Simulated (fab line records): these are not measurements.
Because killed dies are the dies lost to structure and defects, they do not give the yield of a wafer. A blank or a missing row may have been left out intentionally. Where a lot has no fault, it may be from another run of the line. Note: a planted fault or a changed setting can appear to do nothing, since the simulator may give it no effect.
fab line records	flow nandHarc
record: lots: 6	wafers: 18	lastDay: 32
route steps=1302 shown A_CONTACT@1081 END@1302
lots that met no fault: from a run of the same line without faults
startH: hours from the record's opening day to when the first of the lot's shown wafers began	waitH: time in hours since the lot's previous step	" repeats the value in the row above	L1.1+2: a row that stands for several wafers	- either no value or no given start	* or withheld: withheld	< > ~ a bound
route shown NAME@n: NAME is a module with steps in the file, n the number in the route of the first one	usual: mean and standard deviation over wafers with no fault	same: alike in all rows	chamber/n: place in a boat	sites: the reading at each site	_std_site: how widely they spread, as a standard deviation	_edge_site: outer sites' mean less inner sites'	radiusMm: how far each site lies from the wafer's centre	mask NAME#n: copy n	behind: the last tool/chamber to shape the wafer	hold: cause of the lot's hold/its duration in hours/its outcome	device: which transistor (n, p or np) failed to switch	end of line: tests of these same wafers at the route's end	a step without rows: its recipe alone	killed: at the first sort, the dies lost to defects and structure; wafer yield is something else	map: a wafer's dies, x killed, . not, _ none there
set.NAME: the setting the step ran with; set.NAME@STEP: the setting that earlier step ran with	model.NAME: the simulator's own value behind a step, which no gauge read
certain route steps with their lots: each step a table, each wafer a row
services: from which hour (startH, from the record's first day; less than 0 if before it) a tool's chamber was out of use, for how many hours, and why
== steps ==
step: NHARC_A_CONTACT_DESCUM_13
recipe: timeS: 3	o2FlowSccm: 200	arFlowSccm: 0	biasPowerW: 0	chemistry: O2
step: NHARC_A_CONTACT_ETCH_88
recipe: targetDepthA: 390	overEtchFrac: 0.3	timeS: 65	ionEnergyEv: 80	cf4FlowSccm: 150	arFlowSccm: 0	rfW: 300	biasW: 100	chemistry: CF4
step: NHARC_A_CONTACT_ETCH_89
recipe: targetDepthA: 2600	overEtchFrac: 0.3	timeS: 475.3	ionEnergyEv: 200	n2FlowSccm: 150	h2FlowSccm: 150	arFlowSccm: 0	rfW: 400	biasW: 150	chemistry: N2/H2
usual: biasW: 149.9/0.47	chamberPressureMTorr: 30.001/0.029	drypumpMotorCurrentA: 5.7/0.37	oesProductAu: 0.999/0.014	rfVppV: 429.8/2.6	showerheadPlenumPTorr: 2.01/0.089	throttleValvePct: 14.170/0.0086
same: timeS: 475.3
lot.wafer	tool	chamber	startH	waitH	biasW	chamberPressureMTorr	drypumpMotorCurrentA	oesProductAu	rfHoursCounterH	rfVppV	showerheadPlenumPTorr	throttleValvePct
L704.1	rieDiel-06	0	-	-	150.1	29.990	5.4	0.977	24	433.7	2.16	14.152
L704.3	"	1	"	"	150.1	30.038	4.9	1.027	21	428.1	1.97	14.169
L704.5	"	2	"	"	150.5	29.989	5.7	0.977	-	434.5	2.19	14.172
L713.2	rieDiel-12	1	-	-	149.7	30.004	5.9	0.995	4	430.0	2.01	14.185
L713.3	"	2	"	"	149.6	30.028	5.7	1.023	5	426.4	1.89	14.171
L713.5	"	2	"	"	149.7	29.999	5.7	1.022	-	426.3	1.89	14.169
L714.2	rieDiel-12	1	-	-	150.2	30.041	6.0	0.995	5	430.1	2.01	14.167
L714.6	"	2	"	"	150.4	29.982	5.7	1.015	-	427.8	1.89	14.173
L714.5	"	3	"	"	150.2	30.005	5.9	0.995	-	432.2	2.10	14.182
L715.2	rieDiel-03	0	656.07	0.1	149.8	30.035	6.1	1.006	2	427.7	1.93	14.180
L715.1	"	2	"	"	150.2	29.983	6.0	0.981	2	429.8	2.06	14.170
L715.5	"	0	"	"	150.0	30.036	6.1	1.007	-	427.1	1.93	14.171
L716.3	rieDiel-03	3	-	-	150.2	29.979	5.8	1.000	6	427.2	1.94	14.169
L716.5	"	2	"	"	148.9	30.006	6.1	0.976	-	431.9	2.06	14.181
L716.4	"	3	"	"	149.9	30.024	5.8	1.008	-	428.8	1.94	14.175
L722.2	rieDiel-12	3	-	-	150.5	29.966	5.9	0.991	17	431.9	2.10	14.153
L722.4	"	1	"	"	150.0	29.995	6.0	0.988	17	429.7	2.00	14.164
L722.6	"	2	"	"	149.5	29.985	5.7	1.015	-	427.1	1.89	14.175
step: NHARC_A_CONTACT_ETCH_30
recipe: targetDepthA: 726	timeS: 36.3	cf4FlowSccm: 100	chf3FlowSccm: 30	arFlowSccm: 0	rfW: 500	biasW: 200	chemistry: CF4/CHF3
step: NHARC_A_CONTACT_ETCH_31
recipe: targetDepthA: 28000	overEtchFrac: 0.3	timeS: 728	ionEnergyEv: 150	o2FlowSccm: 400	cosFlowSccm: 20	arFlowSccm: 0	rfW: 500	biasW: 300	chemistry: O2/COS
step: NHARC_A_CONTACT_ETCH_134
recipe: sourceW: withheld	pressureMtorr: 20	biasV: withheld	timeS: 140	targetDepthA: 7000	arFlowSccm: withheld	c4f8FlowSccm: withheld	o2FlowSccm: withheld	chemistry: C4F8/O2/Ar
usual: chamberPressureMTorr: 20.002/0.02	oesAirLineAu: 1.003/0.019
same: timeS: 140
lot.wafer	tool	chamber	startH	waitH	chamberPressureMTorr	oesAirLineAu	rfHoursCounterH
L704.1	harCapEtch-02	1	549.04	-	20.015	1.047	97
L704.3	"	0	"	"	20.018	1.033	-
L704.5	"	0	"	"	20.031	1.019	-
L713.2	harCapEtch-01	0	647.89	-	20.029	0.970	26
L713.3	"	0	"	"	19.993	0.996	-
L713.5	"	0	"	"	19.978	0.988	-
L714.2	harCapEtch-01	1	651.62	-	20.005	0.964	27
L714.6	"	0	"	"	19.998	1.019	-
L714.5	"	1	"	"	19.963	0.980	-
L715.1	harCapEtch-02	1	657.33	-	20.015	1.001	117
L715.2	"	0	"	"	20.025	1.012	117
L715.5	"	0	"	"	19.979	1.001	-
L716.3	harCapEtch-03	0	663.47	-	19.997	0.991	-
L716.4	"	1	"	"	20.010	1.003	-
L716.5	"	0	"	"	20.014	1.018	-
L722.2	harCapEtch-02	1	712.15	-	20.015	1.015	128
L722.4	"	0	"	"	20.044	0.984	-
L722.6	"	1	"	"	20.010	1.012	-
step: NHARC_A_CONTACT_ETCH_135
recipe: sourceW: withheld	pressureMtorr: 20	biasV: 1200	timeS: 311	targetDepthA: 19120	arFlowSccm: withheld	c4f8FlowSccm: withheld	o2FlowSccm: withheld	chemistry: C4F8/O2/Ar
usual: chamberPressureMTorr: 20.002/0.018	oesAirLineAu: 1.000/0.02
same: timeS: 311
lot.wafer	tool	chamber	startH	waitH	chamberPressureMTorr	oesAirLineAu	rfHoursCounterH
L704.1	harCapEtch-02	1	549.24	0.2	19.988	0.988	97
L704.3	"	0	"	"	19.989	1.011	-
L704.5	"	0	"	"	19.992	1.000	-
L713.2	harCapEtch-01	0	648.09	0.2	19.997	0.982	26
L713.3	"	0	"	"	19.959	0.947	-
L713.5	"	0	"	"	19.987	1.028	-
L714.2	harCapEtch-01	1	651.83	0.2	20.001	0.986	28
L714.6	"	0	"	"	19.987	1.003	-
L714.5	"	1	"	"	20.014	0.970	-
L715.1	harCapEtch-02	1	657.52	0.2	19.996	0.994	118
L715.2	"	0	"	"	20.023	1.019	118
L715.5	"	0	"	"	19.965	0.995	-
L716.3	harCapEtch-03	0	663.70	0.2	20.002	0.991	-
L716.4	"	1	"	"	19.992	0.978	-
L716.5	"	0	"	"	20.016	0.954	-
L722.2	harCapEtch-02	1	712.37	0.2	19.994	1.006	128
L722.4	"	0	"	"	19.996	0.984	-
L722.6	"	1	"	"	19.989	1.000	-
step: NHARC_A_CONTACT_ETCH_136
recipe: sourceW: withheld	pressureMtorr: 20	biasV: 1200	timeS: 311	targetDepthA: 19120	arFlowSccm: withheld	c4f8FlowSccm: withheld	o2FlowSccm: withheld	chemistry: C4F8/O2/Ar
usual: chamberPressureMTorr: 20.001/0.018	oesAirLineAu: 1.000/0.021
same: timeS: 311
lot.wafer	tool	chamber	startH	waitH	chamberPressureMTorr	oesAirLineAu	rfHoursCounterH
L704.1	harCapEtch-02	1	549.52	0.2	20.048	1.023	97
L704.3	"	0	"	"	20.025	1.011	-
L704.5	"	0	"	"	20.026	1.021	-
L713.2	harCapEtch-01	0	648.36	0.2	19.992	0.991	26
L713.3	"	0	"	"	19.970	0.972	-
L713.5	"	0	"	"	19.974	0.994	-
L714.2	harCapEtch-01	1	652.10	0.2	20.011	1.000	28
L714.6	"	0	"	"	20.010	0.984	-
L714.5	"	1	"	"	20.008	0.985	-
L715.1	harCapEtch-02	1	657.79	0.2	20.026	0.998	118
L715.2	"	0	"	"	19.999	0.999	118
L715.5	"	0	"	"	20.021	0.987	-
L716.3	harCapEtch-03	0	663.97	0.2	19.994	1.003	-
L716.4	"	1	"	"	20.025	0.961	-
L716.5	"	0	"	"	19.986	1.010	-
L722.2	harCapEtch-02	1	712.64	0.2	20.000	1.000	129
L722.4	"	0	"	"	19.987	1.005	-
L722.6	"	1	"	"	19.997	0.968	-
step: NHARC_A_CONTACT_ETCH_137
recipe: sourceW: withheld	pressureMtorr: 20	biasV: 1200	timeS: 311	targetDepthA: 19120	arFlowSccm: withheld	c4f8FlowSccm: withheld	o2FlowSccm: withheld	chemistry: C4F8/O2/Ar
step: NHARC_A_CONTACT_ETCH_138
recipe: sourceW: withheld	pressureMtorr: 20	biasV: 1200	timeS: 311	targetDepthA: 19140	arFlowSccm: withheld	c4f8FlowSccm: withheld	o2FlowSccm: withheld	chemistry: C4F8/O2/Ar
step: NHARC_A_CONTACT_ETCH_139
recipe: sourceW: withheld	pressureMtorr: 20	biasV: 400	timeS: 195	targetDepthA: 8400	arFlowSccm: withheld	c4f8FlowSccm: 11.5	o2FlowSccm: 7.2	chemistry: C4F8/O2/Ar
step: NHARC_A_CONTACT_ETCH_92
recipe: targetDepthA: 400	overEtchFrac: 0.5	timeS: 85.7	ionEnergyEv: 120	ch3fFlowSccm: 50	o2FlowSccm: 30	arFlowSccm: 200	rfW: 500	biasW: 100	chemistry: CH3F/O2
usual: biasW: 100.02/0.3	ch3fFlowSccm: 50.02/0.14	drypumpMotorCurrentA: 5.7/0.39	oesProductAu: 0.935/0.024	rfVppV: 243.8/1.5	showerheadPlenumPTorr: 2.42/0.098	throttleValvePct: 20.663/0.009
same: timeS: 85.7
lot.wafer	tool	chamber	startH	waitH	biasW	ch3fFlowSccm	drypumpMotorCurrentA	oesProductAu	rfHoursCounterH	rfVppV	showerheadPlenumPTorr	throttleValvePct
L704.3	rieDiel-03	0	550.92	0.4	100.16	49.84	6.1	0.928	28	243.5	2.35	20.667
L704.1	"	1	"	"	99.85	50.16	5.6	0.935	27	246.0	2.49	20.658
L704.5	"	2	"	"	100.23	50.01	6.1	0.928	-	244.0	2.49	20.677
L713.3	rieDiel-06	3	649.74	0.4	100.32	50.09	5.4	0.930	54	245.8	2.61	20.661
L713.2	"	2	"	"	100.17	50.11	5.7	0.917	59	245.8	2.61	20.680
L713.5	"	3	"	"	99.88	50.00	5.4	0.938	-	247.5	2.61	20.657
L714.2	rieDiel-03	3	653.43	0.5	100.08	50.12	5.9	0.929	1	242.3	2.35	20.651
L714.6	"	3	"	"	100.40	50.14	5.9	0.939	-	241.9	2.35	20.660
L714.5	"	2	"	"	100.07	49.87	6.0	0.909	-	245.5	2.48	20.671
L715.1	rieDiel-12	3	659.17	0.5	100.33	49.98	5.9	0.926	7	244.9	2.53	20.668
L715.2	"	2	"	"	99.91	49.98	5.7	0.938	7	243.4	2.29	20.659
L715.5	"	3	"	"	99.78	49.80	5.9	0.921	-	246.1	2.53	20.656
L716.4	rieDiel-12	2	665.25	0.4	100.33	50.27	5.7	0.943	10	242.3	2.29	20.682
L716.3	"	0	"	"	99.97	50.17	4.9	0.922	9	244.5	2.35	20.669
L716.5	"	1	"	"	100.18	50.27	6.0	0.917	-	244.0	2.42	20.653
L722.2	rieDiel-12	2	713.97	0.5	99.95	50.13	5.7	0.945	18	241.1	2.29	20.656
L722.4	"	3	"	"	100.00	50.16	5.9	0.939	17	246.2	2.53	20.667
L722.6	"	3	"	"	99.71	49.88	5.9	0.935	-	246.3	2.53	20.673
step: NHARC_A_CONTACT_ETCH_98
recipe: targetDepthA: 200	overEtchFrac: 0.5	timeS: 10	ionEnergyEv: 250	c4f6FlowSccm: 25	o2FlowSccm: 20	arFlowSccm: 500	rfW: 600	biasW: 500	chemistry: C4F6/O2
usual: biasW: 499.8/1.5	c4f6FlowSccm: 25.01/0.082	drypumpMotorCurrentA: 5.7/0.4	oesProductAu: 0.952/0.021	rfVppV: 546/3.1	showerheadPlenumPTorr: 3.87/0.14	throttleValvePct: 26.902/0.0086	timeS: 10/0
lot.wafer	tool	chamber	startH	waitH	biasW	c4f6FlowSccm	drypumpMotorCurrentA	oesProductAu	rfHoursCounterH	rfVppV	showerheadPlenumPTorr	throttleValvePct	timeS
L704.3	rieDiel-03	0	551.02	-	500.2	25.02	6.1	0.932	28	543	3.75	26.904	10
L704.1	"	1	"	"	499.8	24.96	5.6	0.940	27	548	3.97	26.888	10
L704.5	"	0	"	"	497.7	24.95	6.1	0.942	-	543	3.75	26.909	10
L713.2	rieDiel-06	0	649.88	-	-	-	-	-	-	-	-	-	-
L713.3	"	1	"	"	-	-	-	-	-	-	-	-	-
L713.5	"	0	"	"	-	-	-	-	-	-	-	-	-
L714.2	rieDiel-03	3	653.60	0.1	-	-	-	-	-	-	-	-	-
L714.5	"	3	"	"	-	-	-	-	-	-	-	-	-
L714.6	"	2	"	"	-	-	-	-	-	-	-	-	-
L715.2	rieDiel-12	1	659.30	-	498.1	25.04	6.0	0.935	7	545	3.87	26.912	10
L715.1	"	3	"	"	498.6	25.09	5.9	0.948	7	549	4.03	26.904	10
L715.5	"	2	"	"	499.3	25.10	5.7	0.953	-	543	3.67	26.905	10
L716.4	rieDiel-12	0	665.38	-	503.7	25.13	4.9	0.962	9	544	3.76	26.905	10
L716.3	"	2	"	"	500.0	25.10	5.7	0.978	10	541	3.67	26.895	10
L716.5	"	3	"	"	501.8	25.17	5.9	0.943	-	548	4.03	26.916	10
L722.2	rieDiel-12	0	714.11	-	500.4	25.01	4.9	0.976	16	543	3.76	26.915	10
L722.4	"	1	"	"	499.1	24.99	6.0	0.938	17	546	3.86	26.904	10
L722.6	"	3	"	"	500.8	25.03	5.9	0.956	-	548	4.03	26.894	10
step: NHARC_A_CONTACT_CD_MEAS_15
usual: cdNm: 189.9/0.76
lot.wafer	tool	chamber	startH	waitH	cdNm
L704.1	cdSem-03	-	551.10	-	189.3
L704.3	"	-	"	"	190.2
L704.5	"	-	"	"	189.4
L713.2	cdSem-03	-	649.96	-	188.7
L713.3	"	-	"	"	190.2
L713.5	"	-	"	"	189.6
L714.2	cdSem-01	-	653.69	0.1	191.3
L714.5	"	-	"	"	190.3
L714.6	"	-	"	"	191.3
L715.1	cdSem-01	-	659.38	-	190.1
L715.2	"	-	"	"	189.6
L715.5	"	-	"	"	189.7
L716.3	cdSem-02	-	665.46	-	189.7
L716.4	"	-	"	"	189.1
L716.5	"	-	"	"	189.3
L722.2	cdSem-02	-	714.19	-	188.4
L722.4	"	-	"	"	189.0
L722.6	"	-	"	"	188.7
step: NHARC_END_SORT_01
recipe: tempC: 25
usual: killedAtArray: 59/17	killedAtOther: 0.9/1.6	killedAtPeriphery: 3.7/2.3	killedDies: 64/17	killedOpen: 3.3/1.8	killedShort: 2.4/1.6
same: grossDies: 677
lot.wafer	tool	chamber	startH	waitH	killedAtArray	killedAtOther	killedAtPeriphery	killedDies	killedOpen	killedShort
L704.1	prober-01	0	604.91	2.5	73	2	7	82	1	3
L704.3	prober-01	0	606.49	3.1	78	1	6	85	4	4
L704.5	prober-01	0	608.06	3.7	88	2	3	93	2	2
L713.2	prober-02	0	701.35	2.8	673	1	3	677	6	3
L713.3	prober-02	0	702.15	3.1	675	0	2	677	7	2
L713.5	prober-02	0	703.76	3.7	672	0	5	677	4	0
L714.2	prober-01	0	701.35	2.8	670	1	6	677	3	3
L714.5	prober-01	0	703.74	3.7	676	0	1	677	4	2
L714.6	prober-01	0	704.54	4.0	672	1	4	677	3	2
L715.1	prober-01	0	708.37	2.5	50	0	6	56	1	0
L715.2	prober-01	0	709.17	2.8	49	0	5	54	3	3
L715.5	prober-01	0	711.56	3.7	55	1	9	65	7	5
L716.4	prober-01	0	718.54	3.4	83	1	8	92	6	5
killed by level:class
L704.1 A_CHANNEL_HOLE_D1:chamberFilmFlake=30 A_SLIT:chamberFilmFlake=25 A_CHANNEL_HOLE_D2:chamberFilmFlake=7 P_STI:chamberFilmFlake=5 A_CONTACT:chamberFilmFlake=5 A_CHANNEL_FILL_D1:chamberFilmFlake=2 THIN_TSV:chamberFilmFlake=2 P_GATE:geometricParticle:open=1
L704.3 A_SLIT:chamberFilmFlake=31 A_CHANNEL_HOLE_D1:chamberFilmFlake=29 A_STAIRCASE:chamberFilmFlake=5 P_STI:chamberFilmFlake=3 A_DECK1_JOINT:chamberFilmFlake=3 A_CONTACT:chamberFilmFlake=3 A_CHANNEL_HOLE_D2:chamberFilmFlake=2 P_CONTACT:geometricParticle:open=1
L704.5 A_SLIT:chamberFilmFlake=35 A_CHANNEL_HOLE_D1:chamberFilmFlake=25 A_CHANNEL_HOLE_D2:chamberFilmFlake=11 A_STAIRCASE:chamberFilmFlake=4 A_CONTACT:chamberFilmFlake=4 A_CHANNEL_FILL_D1:chamberFilmFlake=3 A_ONON_D1:geometricParticle:open=2 P_STI:chamberFilmFlake=2
L713.2 A_CONTACT:areaEtch=593 A_SLIT:chamberFilmFlake=30 A_CHANNEL_HOLE_D2:chamberFilmFlake=15 A_CHANNEL_HOLE_D1:chamberFilmFlake=9 A_CONTACT:chamberFilmFlake=9 A_DECK1_JOINT:chamberFilmFlake=4 A_BLC:geometricParticle:open=3 A_WL_FILL:geometricParticle:short=2
L714.2 A_CONTACT:areaEtch=592 A_CHANNEL_HOLE_D1:chamberFilmFlake=27 A_CHANNEL_HOLE_D2:chamberFilmFlake=20 A_CONTACT:chamberFilmFlake=11 A_SLIT:chamberFilmFlake=6 A_DECK1_JOINT:chamberFilmFlake=4 A_CHANNEL_FILL_D1:chamberFilmFlake=2 A_CHANNEL_FILL_D2:chamberFilmFlake=2
L713.3 A_CONTACT:areaEtch=615 A_SLIT:chamberFilmFlake=33 A_CHANNEL_HOLE_D2:chamberFilmFlake=8 A_CHANNEL_HOLE_D1:chamberFilmFlake=5 A_CHANNEL_HOLE_D1:geometricParticle:open=2 A_M0:geometricParticle:open=2 A_STAIRCASE:chamberFilmFlake=2 A_CONTACT:chamberFilmFlake=2
L714.5 A_CONTACT:areaEtch=602 A_CHANNEL_HOLE_D2:chamberFilmFlake=23 A_CHANNEL_HOLE_D1:chamberFilmFlake=21 A_CONTACT:chamberFilmFlake=14 A_SLIT:chamberFilmFlake=3 A_DECK1_JOINT:chamberFilmFlake=3 A_M1:geometricParticle:open=2 A_CHANNEL_FILL_D1:chamberFilmFlake=2
L713.5 A_CONTACT:areaEtch=597 A_SLIT:chamberFilmFlake=35 A_CHANNEL_HOLE_D2:chamberFilmFlake=18 A_CONTACT:chamberFilmFlake=9 A_CHANNEL_HOLE_D1:chamberFilmFlake=4 A_STAIRCASE:chamberFilmFlake=3 P_M2:chamberFilmFlake=2 A_BLC:chamberFilmFlake=2
L714.6 A_CONTACT:areaEtch=597 A_CHANNEL_HOLE_D1:chamberFilmFlake=28 A_CHANNEL_HOLE_D2:chamberFilmFlake=17 A_CONTACT:chamberFilmFlake=13 A_SLIT:chamberFilmFlake=3 A_BLC:chamberFilmFlake=3 A_DECK1_JOINT:chamberFilmFlake=2 A_WL_FILL:chamberFilmFlake=2
L715.1 A_SLIT:chamberFilmFlake=33 A_CONTACT:chamberFilmFlake=7 P_CONTACT:chamberFilmFlake=5 A_CHANNEL_HOLE_D1:chamberFilmFlake=5 A_BLC:chamberFilmFlake=2 P_GATE:geometricParticle:open=1 A_CHANNEL_FILL_D1:chamberFilmFlake=1 A_CHANNEL_FILL_D2:chamberFilmFlake=1
L715.2 A_SLIT:chamberFilmFlake=32 A_CHANNEL_HOLE_D1:chamberFilmFlake=5 A_CONTACT:chamberFilmFlake=3 P_CONTACT:chamberFilmFlake=2 A_STAIRCASE:chamberFilmFlake=2 P_CONTACT:geometricParticle:open=1 A_ONON_D1:geometricParticle:open=1 A_CHANNEL_FILL_D2:geometricParticle:open=1
L715.5 A_SLIT:chamberFilmFlake=30 A_CONTACT:chamberFilmFlake=6 P_CONTACT:chamberFilmFlake=5 A_CHANNEL_HOLE_D1:chamberFilmFlake=4 A_STAIRCASE:chamberFilmFlake=4 A_CHANNEL_FILL_D2:geometricParticle:short=2 A_WL_FILL:geometricParticle:short=2 A_M0:geometricParticle:open=2
L716.4 A_CHANNEL_HOLE_D1:chamberFilmFlake=32 A_CHANNEL_HOLE_D2:chamberFilmFlake=21 P_GATE:chamberFilmFlake=6 A_SLIT:chamberFilmFlake=6 A_CONTACT:chamberFilmFlake=6 A_STAIRCASE:chamberFilmFlake=3 A_CHANNEL_HOLE_D1:geometricParticle:short=2 A_DECK1_JOINT:geometricParticle:open=2
map L713.2 (x killed, . not)
____________x____________
_________xxxxxxx_________
_______xxxxxxxxxxx_______
______xxxxxxxxxxxxx______
_____xxxxxxxxxxxxxxx_____
____xxxxxxxxxxxxxxxxx____
____xxxxxxxxxxxxxxxxx____
___xxxxxxxxxxxxxxxxxxx___
___xxxxxxxxxxxxxxxxxxx___
__xxxxxxxxxxxxxxxxxxxxx__
__xxxxxxxxxxxxxxxxxxxxx__
_xxxxxxxxxxxxxxxxxxxxxxx_
_xxxxxxxxxxxxxxxxxxxxxxx_
_xxxxxxxxxxxxxxxxxxxxxxx_
_xxxxxxxxxxxxxxxxxxxxxxx_
_xxxxxxxxxxxxxxxxxxxxxxx_
xxxxxxxxxxxxxxxxxxxxxxxxx
xxxxxxxxxxxxxxxxxxxxxxxxx
xxxxxxxxxxxxxxxxxxxxxxxxx
xxxxxxxxxxxxxxxxxxxxxxxxx
xxxxxxxxxxxxxxxxxxxxxxxxx
_xxxxxxxxxxxxxxxxxxxxxxx_
_xxxxxxxxxxxxxxxxxxxxxxx_
_xxxxxxxxxxxxxxxxxxxxxxx_
_xxxxxxxxxxxxxxxxxxxxxxx_
_xxxxxxxxxxxxxxxxxxxxxxx_
__xxxxxxxxxxxxxxxxxxxxx__
__xxxxxxxxxxxxxxxxxxxxx__
___xxxxxxxxxxxxxxxxxxx___
___xxxxxxxxxxxxxxxxxxx___
____xxxxxxxxxxxxxxxxx____
____xxxxxxxxxxxxxxxxx____
_____xxxxxxxxxxxxxxx_____
______xxxxxxxxxxxxx______
_______xxxxxxxxxxx_______
_________xxxxxxx_________
____________x____________
map L714.2 (x killed, . not)
____________x____________
_________xxxxxxx_________
_______xxxxxxxxxxx_______
______xxxxxxxxxxxxx______
_____xxxxxxxxxxxxxxx_____
____xxxxxxxxxxxxxxxxx____
____xxxxxxxxxxxxxxxxx____
___xxxxxxxxxxxxxxxxxxx___
___xxxxxxxxxxxxxxxxxxx___
__xxxxxxxxxxxxxxxxxxxxx__
__xxxxxxxxxxxxxxxxxxxxx__
_xxxxxxxxxxxxxxxxxxxxxxx_
_xxxxxxxxxxxxxxxxxxxxxxx_
_xxxxxxxxxxxxxxxxxxxxxxx_
_xxxxxxxxxxxxxxxxxxxxxxx_
_xxxxxxxxxxxxxxxxxxxxxxx_
xxxxxxxxxxxxxxxxxxxxxxxxx
xxxxxxxxxxxxxxxxxxxxxxxxx
xxxxxxxxxxxxxxxxxxxxxxxxx
xxxxxxxxxxxxxxxxxxxxxxxxx
xxxxxxxxxxxxxxxxxxxxxxxxx
_xxxxxxxxxxxxxxxxxxxxxxx_
_xxxxxxxxxxxxxxxxxxxxxxx_
_xxxxxxxxxxxxxxxxxxxxxxx_
_xxxxxxxxxxxxxxxxxxxxxxx_
_xxxxxxxxxxxxxxxxxxxxxxx_
__xxxxxxxxxxxxxxxxxxxxx__
__xxxxxxxxxxxxxxxxxxxxx__
___xxxxxxxxxxxxxxxxxxx___
___xxxxxxxxxxxxxxxxxxx___
____xxxxxxxxxxxxxxxxx____
____xxxxxxxxxxxxxxxxx____
_____xxxxxxxxxxxxxxx_____
______xxxxxxxxxxxxx______
_______xxxxxxxxxxx_______
_________xxxxxxx_________
____________x____________
== services ==
tool	chamber	startH	hours	kind
rieDiel-12	0	527.90	-	clean
rieDiel-12	1	527.90	-	clean
rieDiel-12	2	527.90	-	clean
rieDiel-12	3	527.90	-	clean
rieDiel-12	1	533.72	14.0	repair
rieDiel-12	0	552.40	-	clean
rieDiel-12	1	552.40	-	clean
rieDiel-12	2	552.40	-	clean
rieDiel-12	3	552.40	-	clean
harCapEtch-01	-	559.47	4.6	repair
rieDiel-12	0	576.91	-	clean
rieDiel-12	1	576.91	-	clean
rieDiel-03	0	595.85	5.6	repair
rieDiel-06	-	597.52	0.5	repair
harCapEtch-03	-	600.92	7.8	repair
rieDiel-12	-	622.40	9.0	pm
harCapEtch-01	-	623.00	1.3	repair
harCapEtch-03	-	623.94	0.4	repair
rieDiel-03	-	636.50	9.0	pm
rieDiel-03	1	650.83	17.3	repair
rieDiel-03	3	654.93	1.4	repair
rieDiel-06	-	661.44	9.0	pm
harCapEtch-01	-	689.92	0.4	repair
rieDiel-03	3	696.21	2.9	repair
== key ==
firstSign: step: NHARC_A_CONTACT_ETCH_98	reading: toolRecord	direction: missing
effect: step: NHARC_END_SORT_01	reading: killedAtArray	direction: up	sigmas: 37	usual: 59	struck: 673
moreKillsBornAt: NHARC_A_CONTACT_ETCH_98@rieDiel-06: 1805	NHARC_A_CONTACT_ETCH_98@rieDiel-03: 1791
metAt NHARC_A_CONTACT_ETCH_98
struckWafers L713.2,L713.3,L713.5,L714.2,L714.5,L714.6
laterRowsLeftOut L713.2,L713.3,L713.5,L714.2,L714.5,L714.6
testerLeftOut L713,L714
onsetBetween 551.02 649.88
fault: kind: skippedStepWhole	tool: rieDiel-03,rieDiel-06	chamber: -	onsetH: 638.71	steps: NHARC_A_CONTACT_ETCH_98	scope: struckLotsOnly
testerLeftOut: of these lots the tester's yield and bins aren't shown, on N5 and GAA mostly nor the transistor test; their killed dies are dies lost to structure and defects alone, not to doping, threshold or leakage, so they don't give the yield
laterRowsLeftOut: the simulator's readings of these wafers behind a module that went badly wrong aren't trusted and aren't shown, but for the sort
